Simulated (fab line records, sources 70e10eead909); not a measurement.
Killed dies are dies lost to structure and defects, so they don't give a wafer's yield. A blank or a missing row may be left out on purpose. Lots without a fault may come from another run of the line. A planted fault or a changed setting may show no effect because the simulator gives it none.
Which tool did it? | flow nand_harc | 12 lots, 36 wafers sampled, at 6 steps of a route of 1302

WHAT THE GAUGES READ, wafer by wafer
NHARC_A_M0_CD_MEAS_09: target cd 80 nm. Usual: cd_nm 79.8 nm, standard deviation 0.65.
lot  | measured     | on        | cd_nm (nm)     | flag
L537 | day 22 08:58 | cd_sem-03 | 79.9 79.1 80.3 |
L539 | day 23 07:06 | cd_sem-03 | 79.7 79.9 79.8 |
L542 | day 25 08:16 | cd_sem-02 | 80.1 80.6 79.9 |
L544 | day 25 12:13 | cd_sem-02 | 79.2 77.7 80.0 |
L551 | day 28 10:31 | cd_sem-01 | 80.3 79.4 79.4 |
L550 | day 28 18:05 | cd_sem-03 | 78.0 78.9 79.4 |
L554 | day 29 00:04 | cd_sem-02 | 80.3 79.5 79.8 |
L553 | day 29 00:29 | cd_sem-03 | 80.0 78.2 79.9 |
L555 | day 30 20:44 | cd_sem-03 | 79.6 80.0 80.5 |
L557 | day 31 03:13 | cd_sem-03 | 80.8 79.6 80.8 |
L559 | day 31 19:30 | cd_sem-01 | 79.7 80.0 79.9 |
L560 | day 32 05:04 | cd_sem-02 | 80.2 79.9 78.3 |

NHARC_A_M0_CD_MEAS_16. Usual: cd_nm 79.5 nm, standard deviation 0.96.
lot  | measured     | on        | cd_nm (nm)     | flag
L537 | day 22 09:28 | cd_sem-03 | 79.4 79.1 79.2 |
L539 | day 23 07:35 | cd_sem-02 | 78.7 79.2 79.2 |
L542 | day 25 08:45 | cd_sem-01 | 81.0 80.4 79.4 |
L544 | day 25 12:41 | cd_sem-03 | 78.2 78.7 78.8 |
L551 | day 28 11:00 | cd_sem-01 | 79.3 79.4 77.1 |
L550 | day 28 18:34 | cd_sem-02 | 78.6 78.5 77.7 |
L554 | day 29 00:33 | cd_sem-02 | 80.4 80.5 79.1 |
L553 | day 29 00:59 | cd_sem-01 | 80.1 78.9 80.8 |
L555 | day 30 21:14 | cd_sem-03 | 77.3 78.9 80.2 |
L557 | day 31 03:42 | cd_sem-03 | 79.9 79.4 80.6 |
L559 | day 31 20:04 | cd_sem-02 | 80.1 79.9 79.7 |
L560 | day 32 05:41 | cd_sem-02 | 80.4 80.7 77.8 |

NHARC_END_SORT_01. Usual: defect_limited_yield 91.5 %, standard deviation 2.5; killed_at_array 52, standard deviation 17; killed_at_other 1.2, standard deviation 1.4; killed_at_periphery 4.7, standard deviation 2.9; killed_dies 58, standard deviation 17; killed_open 3.2, standard deviation 1.9; killed_short 2.4, standard deviation 1.4; sort_bin_2_pct 3.0 %, standard deviation 1.1; sort_bin_3_pct 0.6 %, standard deviation 0.37; sort_bin_4_pct 4.8 %, standard deviation 1.4; sort_n_pass 619, standard deviation 17; sort_rim_yield_pct 90 %, standard deviation 4.9; sort_yield_pct 91.5 %, standard deviation 2.5.
lot  | measured     | on        | defect_limited_yield (%) | killed_at_array | killed_at_other | killed_at_periphery | killed_dies | killed_open | killed_short | sort_bin_2_pct (%) | sort_bin_3_pct (%) | sort_bin_4_pct (%) | sort_n_pass | sort_rim_yield_pct (%) | sort_yield_pct (%) | flag
L537 | day 23 21:10 | prober-02 | 89.1 88.9 90.1           | 67 69 63        | 0 0 2           | 7 6 2               | 74 75 67    | 3 1 2       | 2 1 1        | 4.6 4.3 4.6        | 0.9 0.4 0.6        | 5.5 6.4 4.7        | 603 602 610 | 77 86 82               | 89.1 88.9 90.1     |
L539 | day 25 00:46 | prober-02 | 92.9 91.7 93.4           | 44 53 39        | 0 0 1           | 4 3 5               | 48 56 45    | 0 3 6       | 2 2 4        | 2.8 2.5 2.7        | 0.3 0.1 0.4        | 4.0 5.6 3.5        | 629 621 632 | 87 83 88               | 92.9 91.7 93.4     |
L542 | day 27 01:40 | prober-02 | 94.7 92.5 94.2           | 33 46 33        | 0 0 0           | 3 5 6               | 36 51 39    | 3 0 3       | 2 2 2        | 2.1 2.7 1.9        | 0.3 0.7 0.1        | 3.0 4.1 3.7        | 641 626 638 | 92 92 88               | 94.7 92.5 94.2     |
L544 | day 27 05:46 | prober-01 | 90.8 91.6 94.1           | 49 51 31        | 2 2 1           | 11 4 8              | 62 57 40    | 9 5 2       | 5 3 5        | 3.2 3.1 1.2        | 0.7 0.7 0.6        | 5.2 4.6 4.1        | 615 620 637 | 88 97 90               | 90.8 91.6 94.1     |
L551 | day 30 01:56 | prober-02 | 95.6 94.2 93.5           | 28 31 40        | 0 1 0           | 2 7 4               | 30 39 44    | 3 7 4       | 3 2 5        | 0.4 2.1 2.2        | 0.4 0.1 0.6        | 3.5 3.5 3.7        | 647 638 633 | 89 87 96               | 95.6 94.2 93.5     |
L550 | day 30 11:25 | prober-01 | 92.6 90.5 90.3           | 47 60 63        | 1 1 0           | 2 3 3               | 50 64 66    | 1 3 7       | 1 2 4        | 2.5 3.0 3.5        | 0.3 1.0 0.6        | 4.6 5.5 5.6        | 627 613 611 | 87 85 88               | 92.6 90.5 90.3     |
L554 | day 30 19:19 | prober-02 | 87.0 87.6 86.1           | 79 78 89        | 3 2 1           | 6 4 4               | 88 84 94    | 3 4 5       | 2 2 1        | 4.6 4.7 4.3        | 1.2 0.7 1.3        | 7.2 6.9 8.3        | 589 593 583 | 86 88 82               | 87.0 87.6 86.1     |
L553 | day 30 19:20 | prober-01 | 94.4 95.3 97.6           | 31 28 15        | 1 0 0           | 6 4 1               | 38 32 16    | 6 3 2       | 3 3 1        | 1.3 2.1 0.7        | 0.1 0.3 0          | 4.1 2.4 1.6        | 639 645 661 | 95 97 92               | 94.4 95.3 97.6     |
L555 | day 32 20:58 | prober-02 | 93.9 95.0 93.4           | 37 25 34        | 0 1 3           | 4 8 8               | 41 34 45    | 3 1 2       | 3 3 2        | 1.8 1.2 1.9        | 0.3 0.7 0.3        | 4.0 3.1 4.4        | 636 643 632 | 91 93 97               | 93.9 95.0 93.4     |
L557 | day 33 03:28 | prober-01 | 88.0 88.0 93.5           | 79 77 39        | 1 1 1           | 1 3 4               | 81 81 44    | 5 4 1       | 0 1 1        | 4.3 4.4 2.8        | 1.3 0.6 0.7        | 6.4 6.9 3.0        | 596 596 633 | 88 90 92               | 88.0 88.0 93.5     |
L559 | day 33 12:10 | prober-01 | 93.5 90.7 92.2           | 38 53 47        | 0 3 3           | 6 7 3               | 44 63 53    | 2 2 6       | 4 3 3        | 2.5 2.8 2.5        | 0.9 0.6 0.3        | 3.1 5.9 5.0        | 633 614 624 | 86 93 89               | 93.5 90.7 92.2     |
L560 | day 33 21:40 | prober-01 | 93.2 94.1 92.3           | 43 37 50        | 0 0 0           | 3 3 2               | 46 40 52    | 4 2 2       | 3 1 1        | 2.1 2.7 2.7        | 0.6 0.6 0.4        | 4.1 2.7 4.6        | 631 637 625 | 87 91 97               | 93.2 94.1 92.3     |

WHICH TOOL RAN EACH LOT (tool, then ch and the chambers of the sampled wafers, then the start)
lot  | NHARC_A_M0_ECD_22              | NHARC_A_M0_CMP_23             | NHARC_A_M0_DEP_32
L537 | ecd_cu-02 ch 0,1, day 22 10:29 | cmp-01 ch 0,3, day 22 11:11   | pecvd-03 ch 1,2, day 22 11:55
L539 | ecd_cu-02 ch 0,1, day 23 08:37 | cmp-03 ch 1,2,3, day 23 09:19 | pecvd-03 ch 0,2, day 23 09:57
L542 | ecd_cu-02 ch 0,1, day 25 09:44 | cmp-03 ch 1,2,3, day 25 10:28 | pecvd-04 ch 0,1,2, day 25 11:05
L544 | ecd_cu-02 ch 0,1, day 25 13:46 | cmp-01 ch 0,1,2, day 25 14:24 | pecvd-04 ch 0,1, day 25 15:01
L551 | ecd_cu-02 ch 0,1, day 28 12:00 | cmp-01 ch 1,2,3, day 28 12:44 | pecvd-04 ch 0,1, day 28 13:22
L550 | ecd_cu-02 ch 0,1, day 28 19:38 | cmp-03 ch 0,1, day 28 20:16   | pecvd-03 ch 0,1, day 28 20:57
L554 | ecd_cu-02 ch 0,1, day 29 01:34 | cmp-04 ch 0,1,3, day 29 02:22 | pecvd-04 ch 0,2, day 29 02:56
L553 | ecd_cu-01 ch 0,1, day 29 01:58 | cmp-04 ch 2,3, day 29 02:43   | pecvd-02 ch 0,1, day 29 03:25
L555 | ecd_cu-02 ch 0,1, day 30 22:16 | cmp-03 ch 1,2,3, day 30 22:58 | pecvd-02 ch 0,1,2, day 30 23:35
L557 | ecd_cu-02 ch 0,1, day 31 04:46 | cmp-03 ch 0,2,3, day 31 05:24 | pecvd-04 ch 1,2, day 31 06:06
L559 | ecd_cu-01 ch 0,1, day 31 21:10 | cmp-01 ch 0,1,3, day 31 21:50 | pecvd-04 ch 0,2, day 31 22:28
L560 | ecd_cu-02 ch 0,1, day 32 06:48 | cmp-03 ch 0,2,3, day 32 07:56 | pecvd-03 ch 0,2, day 32 08:29
- NHARC_A_M0_ECD_22: material Cu, target thk 400 nm.
- NHARC_A_M0_CMP_23: polishes, t overpolish 20 s, target thk 113.75 nm.
- NHARC_A_M0_DEP_32: deposits SiCN, target thk 30 nm.

WHAT THE TOOLS THEMSELVES READ (means of the sampled wafers that have a number; where no wafer has one, the mark that the record gives instead)
NHARC_A_M0_CMP_23. Usual: motor_current_A 11.3 A, standard deviation 1.1; slurry_filter_dp_kPa 13.49 kPa, standard deviation 0.14; time_to_endpoint_s 28.3 s, standard deviation 2.7.
lot  | tool   | motor_current_A (A) | slurry_filter_dp_kPa (kPa) | time_to_endpoint_s (s) | flag
L537 | cmp-01 | 11.3                | 13.50                      | 25.5                   |
L539 | cmp-03 | 11.1                | 13.51                      | 26.5                   |
L542 | cmp-03 | 11.3                | 13.62                      | 32.2                   |
L544 | cmp-01 | 11.4                | 13.60                      | 34.8                   |
L551 | cmp-01 | 10.5                | 13.45                      | 26.2                   |
L550 | cmp-03 | 12.6                | 13.34                      | 30.4                   |
L554 | cmp-04 | 11.8                | 13.50                      | 30.9                   |
L553 | cmp-04 | 11.7                | 13.50                      | 27.9                   |
L555 | cmp-03 | 11.2                | 13.43                      | 28.0                   |
L557 | cmp-03 | 11.1                | 13.53                      | 28.4                   |
L559 | cmp-01 | 11.1                | 13.47                      | 27.8                   |
L560 | cmp-03 | 11.7                | 13.52                      | 27.9                   |

NHARC_A_M0_DEP_32. Usual: heater_power_w 565 W, standard deviation 86.
lot  | tool     | heater_power_w (W) | flag
L537 | pecvd-03 | 499                |
L539 | pecvd-03 | 671                |
L542 | pecvd-04 | 603                |
L544 | pecvd-04 | 605                |
L551 | pecvd-04 | 489                |
L550 | pecvd-03 | 508                |
L554 | pecvd-04 | 554                |
L553 | pecvd-02 | 522                |
L555 | pecvd-02 | 519                |
L557 | pecvd-04 | 521                |
L559 | pecvd-04 | 631                |
L560 | pecvd-03 | 607                |

THE ANSWER, worked out from the rows above alone
Rule: a lot is off if the mean of its wafers that have a number lies more than 3 standard deviations from the usual mean. A lot without any number at a reading at which 4 lots or more have one is off too. The other lots that the step has rows for count as sound. The gauges are gone through in route order, then the tools' own readings, and for those a lot's mean is taken as printed above. The first step at which some lot is off is used, and at that step the reading that is off furthest; a lot without a number counts as furthest.
No lot is off at any reading shown: from this, nothing can be told.

WHAT THE SIMULATOR HAD PUT IN
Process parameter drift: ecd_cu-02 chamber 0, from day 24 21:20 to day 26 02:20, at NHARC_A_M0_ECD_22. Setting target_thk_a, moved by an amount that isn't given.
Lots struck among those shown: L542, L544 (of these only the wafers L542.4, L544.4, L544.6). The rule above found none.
